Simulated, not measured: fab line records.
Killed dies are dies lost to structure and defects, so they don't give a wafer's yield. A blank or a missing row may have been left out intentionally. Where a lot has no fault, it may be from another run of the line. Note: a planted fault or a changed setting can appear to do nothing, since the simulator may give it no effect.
fab line records	flow n5Finfet
record lots=12	wafers=34	lastDay=17
route steps=1938 shown WELL_APT@45 PMOS_HMC_CHANNEL_EPI@66 BEOL_M4@1111 PASSIVATION@1936
lots untouched by any fault: they come from a run of this same line in which no faults occurred
startH: the number of hours between the record's first day and the start of the first shown wafer of the lot	waitH: hours from the lot's prior step to this one	" unchanged from the row above	L1.1+2: a row that stands for several wafers	- no value present, or no start provided	* or withheld: withheld	< > ~ a bound
route shown NAME@n: NAME is a module with steps in the file, n the number in the route of the first one	usual: mean/standard deviation taken from wafers without a fault	same: alike in all rows	chamber/n: place in a boat	sites: the reading at each site	_std_site: how widely they spread, as a standard deviation	_edge_site: the outer-site mean with the inner-site mean subtracted	radiusMm: for every site, how far away it sits from the centre of the wafer	mask NAME#n: copy n	behind: the tool/chamber that last shaped the wafer	hold: why the lot went on hold/how many hours it stayed there/how the hold came to an end	device: which transistor (n, p or np) failed to switch	end of line: tests of these same wafers at the route's end	for a step that has no rows: nothing shown but its recipe	killed: dies lost to structure and defects at the first sort, not the wafer's yield	map: the dies of a wafer, with x for killed, . for not killed, _ for no die there
set.NAME: setting as actually run; set.NAME@STEP: the setting as run at that earlier step	model.NAME: the simulator's own value behind a step, which no gauge read
steps of the route over a sample of lots; a table a step, a row a wafer
## steps
# step N5_WELL_APT_INSPECT_27
# recipe mode=adi	inspectInstrument=macro
# usual rawDefectCount=2.1/1.4
lot.wafer	tool	chamber	startH	waitH	rawDefectCount
L955.1	defectInspect-02	-	22.13	0.0	3
L955.5	"	-	"	"	1
L957.3	defectInspect-02	-	33.10	0.0	3
L957.4	"	-	"	"	1
L957.6	"	-	"	"	0
L958.1	defectInspect-01	-	38.93	0.0	1
L958.5	"	-	"	"	2
L958.6	"	-	"	"	1
L965.1	defectInspect-01	-	80.75	0.0	2
L965.4	"	-	"	"	2
L965.5	"	-	"	"	2
L966.5	defectInspect-02	-	86.77	0.0	3
L966.6	"	-	"	"	0
L967.1	defectInspect-01	-	94.76	0.0	1
L967.4	"	-	"	"	3
L967.5	"	-	"	"	2
L968.2	defectInspect-02	-	99.62	0.0	6
L968.4	"	-	"	"	0
L968.6	"	-	"	"	4
L969.2	defectInspect-01	-	104.91	0.0	2
L969.4	"	-	"	"	2
L969.6	"	-	"	"	1
L973.2	defectInspect-01	-	129.00	0.0	3
L973.4	"	-	"	"	4
L973.5	"	-	"	"	1
L974.1	defectInspect-02	-	135.11	0.0	3
L974.2	"	-	"	"	1
L974.4	"	-	"	"	1
L976.1	defectInspect-01	-	148.20	0.0	1
L976.2	"	-	"	"	3
L976.3	"	-	"	"	2
L977.1	defectInspect-01	-	153.01	0.0	3
L977.2	"	-	"	"	0
L977.6	"	-	"	"	3
# step N5_PMOS_HMC_CHANNEL_EPI_OVL_MEAS_10
# recipe pointsPerWafer=44
# usual PMOS_HMC_BLK_OVL=-0.1/0.84
lot.wafer	tool	chamber	startH	waitH	PMOS_HMC_BLK_OVL[nm]
L955.1	overlay-02	0	24.43	0.0	0.4
L955.5	"	0	"	"	1.0
L957.3	overlay-01	0	35.12	0.0	-0.8
L957.4	"	0	"	"	0.9
L957.6	"	0	"	"	-0.5
L958.1	overlay-02	0	41.41	0.0	-0.2
L958.5	"	0	"	"	0.4
L958.6	"	0	"	"	-0.9
L965.1	overlay-01	0	83.08	0.0	-1.1
L965.4	"	0	"	"	-0.7
L965.5	"	0	"	"	-0.5
L966.5	overlay-02	0	88.95	0.0	-0.9
L966.6	"	0	"	"	-0.2
L967.1	overlay-02	0	96.77	0.0	-0.6
L967.4	"	0	"	"	1.2
L967.5	"	0	"	"	-0.6
L968.2	overlay-02	0	101.71	0.0	-0.2
L968.4	"	0	"	"	-1.1
L968.6	"	0	"	"	0.8
L969.2	overlay-01	0	107.14	0.0	0.3
L969.4	"	0	"	"	-0.2
L969.6	"	0	"	"	0.1
L973.2	overlay-02	0	131.24	0.0	0.9
L973.4	"	0	"	"	0.5
L973.5	"	0	"	"	0.1
L974.1	overlay-01	0	137.42	0.0	-0.4
L974.2	"	0	"	"	-0.3
L974.4	"	0	"	"	0.0
L976.1	overlay-01	0	150.24	0.0	-1.5
L976.2	"	0	"	"	-1.9
L976.3	"	0	"	"	-2.2
L977.1	overlay-01	0	155.28	0.0	0.7
L977.2	"	0	"	"	0.3
L977.6	"	0	"	"	-0.3
# step N5_PMOS_HMC_CHANNEL_EPI_INSPECT_11
# recipe mode=adi	inspectInstrument=macro
# usual rawDefectCount=2.2/1.5
lot.wafer	tool	chamber	startH	waitH	rawDefectCount
L955.1	defectInspect-02	-	24.45	0.0	3
L955.5	"	-	"	"	5
L957.3	defectInspect-01	-	35.14	0.0	2
L957.4	"	-	"	"	2
L957.6	"	-	"	"	0
L958.1	defectInspect-01	-	41.43	0.0	0
L958.5	"	-	"	"	4
L958.6	"	-	"	"	0
L965.1	defectInspect-01	-	83.10	0.0	2
L965.4	"	-	"	"	6
L965.5	"	-	"	"	2
L966.5	defectInspect-02	-	88.97	0.0	3
L966.6	"	-	"	"	0
L967.1	defectInspect-02	-	96.80	0.0	1
L967.4	"	-	"	"	3
L967.5	"	-	"	"	4
L968.2	defectInspect-02	-	101.73	0.0	2
L968.4	"	-	"	"	0
L968.6	"	-	"	"	1
L969.2	defectInspect-02	-	107.17	0.0	4
L969.4	"	-	"	"	4
L969.6	"	-	"	"	1
L973.2	defectInspect-02	-	131.27	0.0	2
L973.4	"	-	"	"	3
L973.5	"	-	"	"	3
L974.1	defectInspect-01	-	137.44	0.0	1
L974.2	"	-	"	"	1
L974.4	"	-	"	"	1
L976.1	defectInspect-01	-	150.26	0.0	2
L976.2	"	-	"	"	9
L976.3	"	-	"	"	2
L977.1	defectInspect-01	-	155.30	0.0	2
L977.2	"	-	"	"	4
L977.6	"	-	"	"	2
# step N5_PMOS_HMC_CHANNEL_EPI_EPI_20
# recipe material=SiGe30	maskMaterial=SiO2	pressureTorr=20	targetThkA=590	tempC=600
# usual chamberPressureTorr=20.00/0.039	lampInnerPct=12.5/1
lot.wafer	tool	chamber	startH	waitH	chamberPressureTorr	lampInnerPct
L955.1	epiRpcvd-01	0	25.49	0.0	19.92	13.2
L955.5	"	0	"	"	19.97	13.2
L957.3	epiRpcvd-01	0	36.20	0.4	20.03	13.1
L957.4	"	0	"	"	20.05	13.2
L957.6	"	0	"	"	20.02	13.4
L958.1	epiRpcvd-01	0	42.10	0.0	20.02	13.2
L958.5	"	0	"	"	20.01	13.2
L958.6	"	0	"	"	20.02	13.3
L965.1	epiRpcvd-04	0	84.13	0.0	20.00	13.1
L965.4	"	0	"	"	20.05	13.2
L965.5	"	0	"	"	19.96	13.1
L966.5	epiRpcvd-02	0	90.43	0.8	20.01	11.1
L966.6	"	0	"	"	20.01	11.0
L967.1	epiRpcvd-01	-	98.15	0.0	-	-
L967.4	"	-	"	"	-	-
L967.5	"	-	"	"	-	-
L968.2	epiRpcvd-01	-	102.61	0.2	-	-
L968.4	"	-	"	"	-	-
L968.6	"	-	"	"	-	-
L969.2	epiRpcvd-01	-	108.05	0.2	-	-
L969.4	"	-	"	"	-	-
L969.6	"	-	"	"	-	-
L973.2	epiRpcvd-02	0	132.28	0.2	19.91	11.0
L973.4	"	0	"	"	20.05	11.1
L973.5	"	0	"	"	19.98	11.0
L974.1	epiRpcvd-01	0	138.12	0.0	20.03	13.2
L974.2	"	0	"	"	20.06	13.2
L974.4	"	0	"	"	20.06	13.2
L976.1	epiRpcvd-02	0	150.95	0.0	20.02	10.9
L976.2	"	0	"	"	19.99	11.0
L976.3	"	0	"	"	20.07	11.2
L977.1	epiRpcvd-01	0	156.12	0.0	19.92	13.3
L977.2	"	0	"	"	20.01	13.2
L977.6	"	0	"	"	20.03	13.4
# step N5_BEOL_M4_RC_MEAS_101
# usual DIBL_N=36.0/2.2	DIBL_P=35.9/2.6	IOFF_N=0.16/0.038	IOFF_P=0.21/0.042	ION_N=675/15	ION_P=463/10	SS_N=71.5/0.62	SS_P=73.2/0.76	VT_N=250/4.1	VT_P=-251/3.6
lot.wafer	tool	chamber	startH	waitH	DIBL_N[mV/V]	DIBL_P[mV/V]	IOFF_N[nA/um]	IOFF_P[nA/um]	ION_N[uA/um]	ION_P[uA/um]	SS_N[mV/dec]	SS_P[mV/dec]	VT_N[mV]	VT_P[mV]
L955.1	prober-01	0	168.74	0.0	37.3	37.3	0.17	0.21	674	461	71.5	73.2	251	-254
L955.5	"	0	"	"	35.4	35.0	0.14	0.19	667	454	71.6	72.4	251	-253
L958.1	prober-01	0	192.73	0.0	32.4	31.1	0.10	0.14	662	457	71.0	72.7	259	-258
L958.5	"	0	"	"	32.1	31.3	0.10	0.14	648	454	70.5	72.4	260	-257
L958.6	"	0	"	"	34.7	33.8	0.13	0.18	674	465	71.4	74.1	255	-251
L957.3	prober-02	0	194.41	0.3	33.3	33.6	0.12	0.15	657	446	70.9	73.0	253	-255
L957.4	"	0	"	"	36.6	37.5	0.17	0.20	680	458	72.6	73.8	247	-251
L957.6	"	0	"	"	34.8	34.4	0.14	0.15	656	444	71.8	73.3	251	-255
L965.1	prober-01	0	230.50	0.0	38.5	36.9	0.16	0.26	684	475	71.2	73.7	248	-247
L965.4	"	0	"	"	32.9	30.5	0.09	0.17	639	447	70.3	72.9	257	-250
L965.5	"	0	"	"	37.7	36.0	0.16	0.25	674	474	71.4	73.6	248	-245
L966.5	prober-01	0	247.91	0.6	34.9	34.8	0.14	0.18	681	466	71.4	72.5	250	-250
L966.6	"	0	"	"	35.5	36.6	0.15	0.20	666	456	71.6	73.4	246	-254
L973.2	prober-02	0	281.27	0.2	38.6	39.0	0.18	0.23	675	464	71.9	73.4	249	-250
L973.4	"	0	"	"	39.9	42.4	0.22	0.29	696	482	72.1	73.9	245	-248
L973.5	"	0	"	"	38.5	39.0	0.20	0.25	689	472	71.6	73.0	246	-250
L974.1	prober-02	0	293.57	0.0	38.0	39.0	0.20	0.25	685	465	72.1	74.5	248	-251
L974.2	"	0	"	"	34.9	35.5	0.15	0.19	689	469	71.6	73.0	250	-250
L974.4	"	0	"	"	34.1	34.3	0.13	0.18	664	458	71.3	73.1	253	-254
L976.1	prober-01	0	306.25	0.0	37.4	40.0	0.21	0.26	678	458	71.8	74.5	242	-250
L976.2	"	0	"	"	33.0	33.5	0.14	0.17	679	467	71.5	72.5	249	-254
L976.3	"	0	"	"	37.6	40.5	0.22	0.25	692	470	72.9	74.6	244	-249
L977.1	prober-02	0	306.35	0.0	36.0	37.0	0.18	0.25	684	464	71.0	73.4	245	-248
L977.2	"	0	"	"	35.7	36.7	0.18	0.25	693	475	71.2	73.6	244	-245
L977.6	"	0	"	"	35.6	37.8	0.19	0.28	700	491	71.5	74.2	245	-245
# step N5_PASSIVATION_PROBE_49
# usual defectLimitedYield=91.4/1.6	killed_at_M0_to_M3=35/10	killed_at_M4_up=12/4.7	killedAtContacts=12/5.8	killedAtFrontEnd=38/12	killedAtOther=4/3.2	killedDies=102/18	killedOnRim=13/4.2	killedOpen=68/14	killedShort=32/8	sort_bin_5_function=5.1/0.96	sort_bin_6_memory=3.2/0.77	sort_bin_8_speed=0.1/0.39	sortNPass=1078/20	sortYieldPct=91.3/1.7
# same grossDies=1180	killedAtBackSide=0	sort_bin_4_leakage[%]=0
lot.wafer	tool	chamber	startH	waitH	defectLimitedYield[%]	killed_at_M0_to_M3	killed_at_M4_up	killedAtContacts	killedAtFrontEnd	killedAtOther	killedDies	killedOnRim	killedOpen	killedShort	sort_bin_5_function[%]	sort_bin_6_memory[%]	sort_bin_8_speed[%]	sortNPass	sortYieldPct[%]
L955.1	prober-02	-	275.55	0.0	93.6	31	10	7	24	4	76	8	45	30	3.8	2.4	0	1104	93.6
L955.5	prober-02	-	275.75	0.2	90.9	31	23	10	36	7	107	14	78	21	4.5	3.7	0	1073	90.9
L958.1	prober-01	-	291.88	0.0	88.8	38	20	9	64	1	132	15	86	46	5.8	5.0	0	1048	88.8
L958.5	prober-01	-	292.08	0.2	88.6	38	18	17	60	1	134	17	96	38	6.6	4.2	0	1046	88.6
L958.6	prober-01	-	292.13	0.3	89.0	41	18	16	50	5	130	14	75	55	5.8	4.4	0	1050	89.0
L957.3	prober-02	-	298.86	0.1	90.6	43	16	13	33	6	111	12	72	37	5.9	3.4	0	1069	90.6
L957.4	prober-02	-	298.91	0.2	91.1	33	21	12	30	9	105	12	66	37	5.4	3.0	0	1075	91.1
L957.6	prober-02	-	299.01	0.3	92.0	27	11	9	43	4	94	9	55	35	4.9	2.9	0.2	1084	91.9
L965.1	prober-01	-	337.37	0.0	91.1	50	10	11	34	0	105	14	67	37	5.8	2.8	0	1075	91.1
L965.4	prober-01	-	337.52	0.2	87.5	58	10	11	68	1	148	18	93	50	7.8	3.8	3.6	990	83.9
L965.5	prober-01	-	337.57	0.2	88.0	59	13	24	46	0	142	25	95	46	6.9	4.7	0	1038	88.0
L966.5	prober-02	-	358.55	0.2	90.5	37	23	13	35	4	112	18	80	31	6.9	2.5	0	1068	90.5
L966.6	prober-02	-	358.60	0.3	89.8	34	15	14	52	5	120	19	76	44	6.3	3.7	0	1060	89.8
L968.2	prober-02	-	359.63	1.0	0	7	1	3	1169	0	1180	152	9	10	72.0	3.1	0	0	0
L968.4	prober-02	-	359.73	1.1	0	7	3	3	1167	0	1180	152	16	5	72.2	3.1	0	0	0
L968.6	prober-02	-	359.83	1.2	0	11	1	0	1168	0	1180	152	12	11	71.8	2.2	0	0	0
L969.2	prober-01	-	373.35	0.1	0	5	7	1	1164	3	1180	152	19	6	71.8	3.1	0	0	0
L969.4	prober-01	-	373.45	0.2	0	11	6	2	1161	0	1180	152	16	9	72.6	3.0	0	0	0
L969.6	prober-01	-	373.55	0.3	0	13	2	7	1157	1	1180	152	19	8	73.6	2.9	0	0	0
L973.2	prober-02	-	391.10	0.7	90.7	36	16	9	44	5	110	12	67	42	5.9	3.2	0	1070	90.7
L973.4	prober-02	-	391.20	0.8	91.5	31	13	13	36	7	100	10	62	37	4.9	3.1	0	1080	91.5
L973.5	prober-02	-	391.25	0.8	93.3	16	17	9	31	6	79	15	48	31	3.6	2.7	0	1101	93.3
L974.1	prober-01	-	394.30	0.0	93.0	18	8	10	35	12	83	17	52	31	4.4	2.5	0	1097	93.0
L974.2	prober-01	-	394.35	0.1	91.6	23	5	4	61	6	99	13	64	35	4.4	3.6	0	1081	91.6
L974.4	prober-01	-	394.45	0.2	90.4	30	12	11	52	8	113	14	79	34	6.4	3.1	0	1067	90.4
L977.1	prober-02	-	403.77	0.0	90.1	39	14	19	42	3	117	22	85	31	6.0	3.7	0	1063	90.1
L977.2	prober-02	-	403.82	0.1	90.8	31	5	17	54	1	108	18	71	35	5.1	3.7	0	1072	90.8
L977.6	prober-02	-	404.02	0.3	91.1	31	15	12	44	3	105	12	66	39	6.2	2.5	0	1075	91.1
L976.1	prober-01	-	408.40	0.0	93.4	20	10	13	29	6	78	11	44	30	4.1	2.1	0	1102	93.4
L976.2	prober-01	-	408.45	0.1	94.0	16	11	15	23	6	71	10	42	29	3.4	2.1	0	1109	94.0
L976.3	prober-01	-	408.50	0.1	93.9	18	11	5	38	0	72	8	50	22	3.1	2.9	0	1108	93.9
# killed by level:class
L955.1 BEOL_M2:geometricParticle:open=8 BEOL_M0_SAQP:geometricParticle:short=7 BEOL_M3:geometricParticle:open=5 MOL_CONTACT_COAG:geometricParticle:open=4 GATE_CUT:geometricParticle:short=4 STI_FIN_REVEAL:geometricParticle:open=3 BEOL_M0_SAQP:geometricParticle:open=3 MOL_CONTACT_COAG:geometricParticle:short=3
L955.5 MOL_CONTACT_COAG:geometricParticle:open=10 BEOL_M1:geometricParticle:open=10 BEOL_M4:geometricParticle:open=9 GATE_CUT:geometricParticle:open=7 BEOL_M2:geometricParticle:open=7 HKMG_FIN:areaEtch=7 FIN_SAQP:geometricParticle:open=6 FIN_SAQP:geometricParticle:short=5
L958.1 FIN_SAQP:geometricParticle:open=15 BEOL_M0_SAQP:geometricParticle:open=14 BEOL_M4:geometricParticle:open=14 STI_FIN_REVEAL:geometricParticle:open=13 FIN_SAQP:geometricParticle:short=10 BEOL_M0_SAQP:geometricParticle:short=9 GATE_CUT:geometricParticle:short=7 MOL_CONTACT_COAG:geometricParticle:open=7
L958.5 FIN_SAQP:geometricParticle:open=18 DUMMY_GATE:geometricParticle:open=12 MOL_CONTACT_COAG:geometricParticle:open=12 BEOL_M0_SAQP:geometricParticle:short=11 BEOL_M0_SAQP:geometricParticle:open=11 BEOL_M4:geometricParticle:open=10 FIN_SAQP:geometricParticle:short=9 STI_FIN_REVEAL:geometricParticle:open=9
L958.6 BEOL_M0_SAQP:geometricParticle:short=14 FIN_SAQP:geometricParticle:open=11 BEOL_M0_SAQP:geometricParticle:open=11 MOL_CONTACT_COAG:geometricParticle:open=9 FIN_SAQP:geometricParticle:short=8 MOL_CONTACT_COAG:geometricParticle:short=7 BEOL_M4:geometricParticle:open=7 BEOL_M1:geometricParticle:open=6
L957.3 BEOL_M2:geometricParticle:open=18 BEOL_M1:geometricParticle:open=11 MOL_CONTACT_COAG:geometricParticle:open=9 FIN_SAQP:geometricParticle:short=8 STI_FIN_REVEAL:geometricParticle:open=6 DUMMY_GATE:geometricParticle:open=6 BEOL_M4:geometricParticle:open=6 FIN_SAQP:geometricParticle:open=5
L957.4 BEOL_M4:geometricParticle:open=15 FIN_SAQP:geometricParticle:open=10 MOL_CONTACT_COAG:geometricParticle:open=10 BEOL_M2:geometricParticle:short=7 BEOL_M1:geometricParticle:open=6 BEOL_M3:geometricParticle:open=6 BEOL_M2:geometricParticle:open=5 FIN_SAQP:geometricParticle:short=4
L957.6 FIN_SAQP:geometricParticle:open=14 BEOL_M1:geometricParticle:open=11 FIN_SAQP:geometricParticle:short=9 MOL_CONTACT_COAG:geometricParticle:open=5 STI_FIN_REVEAL:geometricParticle:open=4 MOL_CONTACT_COAG:geometricParticle:short=4 DUMMY_GATE:geometricParticle:open=3 GATE_CUT:geometricParticle:short=3
L965.1 BEOL_M2:geometricParticle:open=13 BEOL_M0_SAQP:geometricParticle:short=10 MOL_CONTACT_COAG:geometricParticle:open=10 BEOL_M0_SAQP:geometricParticle:open=9 FIN_SAQP:geometricParticle:short=8 STI_FIN_REVEAL:geometricParticle:open=8 BEOL_M3:geometricParticle:open=6 BEOL_M2:geometricParticle:short=5
L965.4 FIN_SAQP:geometricParticle:open=20 FIN_SAQP:geometricParticle:short=19 BEOL_M0_SAQP:geometricParticle:short=16 BEOL_M3:geometricParticle:open=12 BEOL_M0_SAQP:geometricParticle:open=11 BEOL_M2:geometricParticle:open=11 STI_FIN_REVEAL:geometricParticle:open=10 MOL_CONTACT_COAG:geometricParticle:open=10
L965.5 MOL_CONTACT_COAG:geometricParticle:open=21 BEOL_M0_SAQP:geometricParticle:short=15 BEOL_M3:geometricParticle:open=15 FIN_SAQP:geometricParticle:open=10 BEOL_M0_SAQP:geometricParticle:open=9 BEOL_M2:geometricParticle:open=9 FIN_SAQP:geometricParticle:short=8 STI_FIN_REVEAL:geometricParticle:open=8
L966.5 MOL_CONTACT_COAG:geometricParticle:open=12 BEOL_M4:geometricParticle:open=11 STI_FIN_REVEAL:geometricParticle:open=10 BEOL_M0_SAQP:geometricParticle:open=10 BEOL_M2:geometricParticle:open=9 FIN_SAQP:geometricParticle:open=6 FIN_SAQP:geometricParticle:short=5 BEOL_M1:geometricParticle:open=5
L966.6 FIN_SAQP:geometricParticle:open=20 MOL_CONTACT_COAG:geometricParticle:open=13 FIN_SAQP:geometricParticle:short=11 BEOL_M0_SAQP:geometricParticle:short=9 BEOL_M2:geometricParticle:open=7 BEOL_M4:geometricParticle:open=6 BEOL_M0_SAQP:geometricParticle:open=5 BEOL_M3:geometricParticle:short=5
L968.2 FIN_SAQP:lostPattern=1154 PMOS_HMC_CHANNEL_EPI:areaEpi=7 BEOL_M0_SAQP:geometricParticle:short=4 STI_FIN_REVEAL:geometricParticle:open=3 ILD0:geometricParticle:short=2 GATE_CUT:geometricParticle:short=2 MOL_CONTACT_COAG:geometricParticle:open=2 BEOL_M0_SAQP:geometricParticle:open=2
L968.4 FIN_SAQP:lostPattern=1156 FIN_SAQP:geometricParticle:open=3 BEOL_M0_SAQP:geometricParticle:open=3 MOL_CONTACT_COAG:geometricParticle:open=3 PMOS_HMC_CHANNEL_EPI:areaEpi=3 BEOL_M2:geometricParticle:open=2 FIN_SAQP:geometricParticle:short=1 STI_FIN_REVEAL:geometricParticle:open=1
L968.6 FIN_SAQP:lostPattern=1155 BEOL_M0_SAQP:geometricParticle:short=5 FIN_SAQP:geometricParticle:short=4 FIN_SAQP:geometricParticle:open=3 BEOL_M1:geometricParticle:open=2 BEOL_M3:geometricParticle:open=2 PMOS_HMC_CHANNEL_EPI:areaEpi=2 STI_FIN_REVEAL:geometricParticle:short=1
L969.2 FIN_SAQP:lostPattern=1150 PMOS_HMC_CHANNEL_EPI:areaEpi=5 BEOL_M4:geometricParticle:open=4 STI_FIN_REVEAL:geometricParticle:open=3 FIN_SAQP:geometricParticle:short=2 BEOL_M0_SAQP:geometricParticle:open=2 PASS1_CAP:geometricParticle:open=2 FIN_SAQP:geometricParticle:open=1
L969.4 FIN_SAQP:lostPattern=1152 BEOL_M3:geometricParticle:open=4 BEOL_M2:geometricParticle:short=3 PMOS_HMC_CHANNEL_EPI:areaEpi=3 STI_FIN_REVEAL:geometricParticle:open=2 MOL_CONTACT_COAG:geometricParticle:open=2 BEOL_M0_SAQP:geometricParticle:short=2 BEOL_M4:geometricParticle:open=2
L969.6 FIN_SAQP:lostPattern=1143 PMOS_HMC_CHANNEL_EPI:areaEpi=10 MOL_CONTACT_COAG:geometricParticle:open=7 BEOL_M0_SAQP:geometricParticle:short=5 BEOL_M0_SAQP:geometricParticle:open=3 BEOL_M3:geometricParticle:open=2 FIN_CUT:geometricParticle:open=1 BEOL_M1:geometricParticle:open=1
L973.2 STI_FIN_REVEAL:geometricParticle:open=13 BEOL_M0_SAQP:geometricParticle:short=11 MOL_CONTACT_COAG:geometricParticle:open=9 BEOL_M3:geometricParticle:open=9 BEOL_M0_SAQP:geometricParticle:open=7 STARTING-WAFER:geometricParticle:short=7 FIN_SAQP:geometricParticle:open=5 BEOL_M4:geometricParticle:open=5
L973.4 MOL_CONTACT_COAG:geometricParticle:open=10 BEOL_M1:geometricParticle:open=8 BEOL_M3:geometricParticle:open=8 FIN_SAQP:geometricParticle:open=6 GATE_CUT:geometricParticle:short=5 BEOL_M1:geometricParticle:short=5 DUMMY_GATE:geometricParticle:open=4 BEOL_M0_SAQP:geometricParticle:open=4
L973.5 FIN_SAQP:geometricParticle:short=5 MOL_CONTACT_COAG:geometricParticle:short=5 BEOL_M0_SAQP:geometricParticle:short=5 BEOL_M1:geometricParticle:open=5 FIN_SAQP:geometricParticle:open=4 STI_FIN_REVEAL:geometricParticle:open=4 MOL_CONTACT_COAG:geometricParticle:open=4 BEOL_M7:geometricParticle:open=4
L974.1 STI_FIN_REVEAL:geometricParticle:open=15 MIM_TOP:geometricParticle:short=8 FIN_SAQP:geometricParticle:short=6 MOL_CONTACT_COAG:geometricParticle:short=5 DUMMY_GATE:geometricParticle:open=5 MOL_CONTACT_COAG:geometricParticle:open=5 BEOL_M2:geometricParticle:open=5 BEOL_M4:geometricParticle:open=5
L974.2 STI_FIN_REVEAL:geometricParticle:open=17 DUMMY_GATE:geometricParticle:open=9 BEOL_M3:geometricParticle:open=8 FIN_SAQP:geometricParticle:open=7 FIN_SAQP:geometricParticle:short=6 MIM_TOP:geometricParticle:open=5 STARTING-WAFER:geometricParticle:short=5 STARTING-WAFER:geometricParticle:open=5
L974.4 STI_FIN_REVEAL:geometricParticle:open=16 BEOL_M2:geometricParticle:open=10 MOL_CONTACT_COAG:geometricParticle:open=9 DUMMY_GATE:geometricParticle:open=8 FIN_SAQP:geometricParticle:short=6 BEOL_M3:geometricParticle:open=6 FIN_SAQP:geometricParticle:open=5 BEOL_M4:geometricParticle:open=5
L977.1 MOL_CONTACT_COAG:geometricParticle:open=17 FIN_SAQP:geometricParticle:open=15 BEOL_M0_SAQP:geometricParticle:open=12 FIN_SAQP:geometricParticle:short=11 BEOL_M2:geometricParticle:open=9 BEOL_M0_SAQP:geometricParticle:short=7 BEOL_M3:geometricParticle:open=7 BEOL_M4:geometricParticle:open=6
L977.2 FIN_SAQP:geometricParticle:short=17 FIN_SAQP:geometricParticle:open=14 MOL_CONTACT_COAG:geometricParticle:open=14 BEOL_M0_SAQP:geometricParticle:open=12 BEOL_M0_SAQP:geometricParticle:short=8 DUMMY_GATE:geometricParticle:open=6 BEOL_M2:geometricParticle:open=5 GATE_CUT:geometricParticle:open=4
L977.6 BEOL_M0_SAQP:geometricParticle:open=11 BEOL_M0_SAQP:geometricParticle:short=11 FIN_SAQP:geometricParticle:open=10 STI_FIN_REVEAL:geometricParticle:open=10 MOL_CONTACT_COAG:geometricParticle:open=8 FIN_SAQP:geometricParticle:short=7 STARTING-WAFER:geometricParticle:short=5 MOL_CONTACT_COAG:geometricParticle:short=4
L976.1 MOL_CONTACT_COAG:geometricParticle:open=10 BEOL_M3:geometricParticle:open=8 FIN_SAQP:geometricParticle:short=7 STI_FIN_REVEAL:geometricParticle:open=7 BEOL_M0_SAQP:geometricParticle:short=6 HKMG_FIN:areaEtch=4 MOL_CONTACT_COAG:geometricParticle:short=3 BEOL_M4:geometricParticle:open=3
L976.2 MOL_CONTACT_COAG:geometricParticle:open=11 FIN_SAQP:geometricParticle:short=8 BEOL_M4:geometricParticle:open=7 BEOL_M2:geometricParticle:short=5 MOL_CONTACT_COAG:geometricParticle:short=4 FIN_SAQP:geometricParticle:open=3 STI_FIN_REVEAL:geometricParticle:open=3 BEOL_M3:geometricParticle:open=3
L976.3 FIN_SAQP:geometricParticle:open=10 STI_FIN_REVEAL:geometricParticle:open=7 FIN_SAQP:geometricParticle:short=6 BEOL_M2:geometricParticle:open=6 MOL_CONTACT_COAG:geometricParticle:open=5 STARTING-WAFER:geometricParticle:short=4 BEOL_M3:geometricParticle:open=4 STARTING-WAFER:geometricParticle:open=4
## key
firstSign step=N5_PMOS_HMC_CHANNEL_EPI_EPI_20	reading=toolRecord	direction=missing
effect step=N5_PASSIVATION_PROBE_49	reading=killedAtFrontEnd	direction=up	sigmas=96	usual=38	struck=1164
metAt N5_PMOS_HMC_CHANNEL_EPI_EPI_20
struckLots L967,L968,L969
laterRowsLeftOut L967.1,L967.4,L967.5,L968.2,L968.4,L968.6,L969.2,L969.4,L969.6
sortLeftOut L967.1,L967.4,L967.5
notActingAt N5_WELL_APT_INSPECT_27,N5_PMOS_HMC_CHANNEL_EPI_OVL_MEAS_10,N5_PMOS_HMC_CHANNEL_EPI_INSPECT_11
onsetBetween 42.10 98.15
fault kind=skippedStepWhole	tool=epiRpcvd-01	chamber=-	onsetH=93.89	steps=N5_PMOS_HMC_CHANNEL_EPI_EPI_20	scope=struckLotsOnly
# sortLeftOut: the simulated sort isn't trusted on such a fault, so these wafers' sort isn't shown, and their yield isn't known
# laterRowsLeftOut: the simulator's readings of these wafers behind a module that went badly wrong aren't trusted and aren't shown, but for the sort
